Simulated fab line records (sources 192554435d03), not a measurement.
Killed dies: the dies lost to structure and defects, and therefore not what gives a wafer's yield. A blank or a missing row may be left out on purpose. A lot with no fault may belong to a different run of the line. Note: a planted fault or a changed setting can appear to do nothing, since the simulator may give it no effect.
Chamber matching / flow n5_finfet / 4 sister chambers for N5_BEOL_M5_DESCUM_16 on rie_diel-05
The step chemistry O2, time 7 s. 4 wafers are shown with their chamber, then 10 later ones without.

## EACH WAFER AND ITS CHAMBER
wafer=L079.1; chamber=2; showerhead_plenum_p_Torr (Torr)=2.11
wafer=L086.3; chamber=3; showerhead_plenum_p_Torr (Torr)=2.22
wafer=L092.1; chamber=1; showerhead_plenum_p_Torr (Torr)=2.06
wafer=L092.2; chamber=0; showerhead_plenum_p_Torr (Torr)=2.00

## WAFERS WHOSE CHAMBER IS MISSING
wafer=L092.4; showerhead_plenum_p_Torr (Torr)=2.21
wafer=L095.2; showerhead_plenum_p_Torr (Torr)=2.00
wafer=L095.3; showerhead_plenum_p_Torr (Torr)=2.06
wafer=L095.5; showerhead_plenum_p_Torr (Torr)=2.21
wafer=L096.1; showerhead_plenum_p_Torr (Torr)=2.00
wafer=L096.2; showerhead_plenum_p_Torr (Torr)=2.11
wafer=L096.3; showerhead_plenum_p_Torr (Torr)=2.21
wafer=L097.3; showerhead_plenum_p_Torr (Torr)=2.11
wafer=L097.4; showerhead_plenum_p_Torr (Torr)=2.06
wafer=L097.6; showerhead_plenum_p_Torr (Torr)=2.21

## CHAMBER TAKEN BY EACH
wafer=L092.4; from the rows above=3; in truth=3
wafer=L095.2; from the rows above=0; in truth=0
wafer=L095.3; from the rows above=1; in truth=1
wafer=L095.5; from the rows above=3; in truth=3
wafer=L096.1; from the rows above=0; in truth=0
wafer=L096.2; from the rows above=2; in truth=2
wafer=L096.3; from the rows above=3; in truth=3
wafer=L097.3; from the rows above=2; in truth=2
wafer=L097.4; from the rows above=1; in truth=1
wafer=L097.6; from the rows above=3; in truth=3
Placed correctly: 10 of 10. From these rows, 0 cannot be placed. Wrongly placed: 0.
How it was worked out, from the rows above alone: a wafer's distance from a chamber is the root of the sum, over the readings, of the square of ((its reading less the chamber's mean) divided by the reading's scatter). The wafer belongs to the nearest chamber; if the next one is less than 2 further off, it can't be placed. A chamber's mean is the mean of its shown wafers. The scatter: with one shown wafer a chamber, the root of the mean of the squares of how far each hidden wafer lies from its nearest shown one.
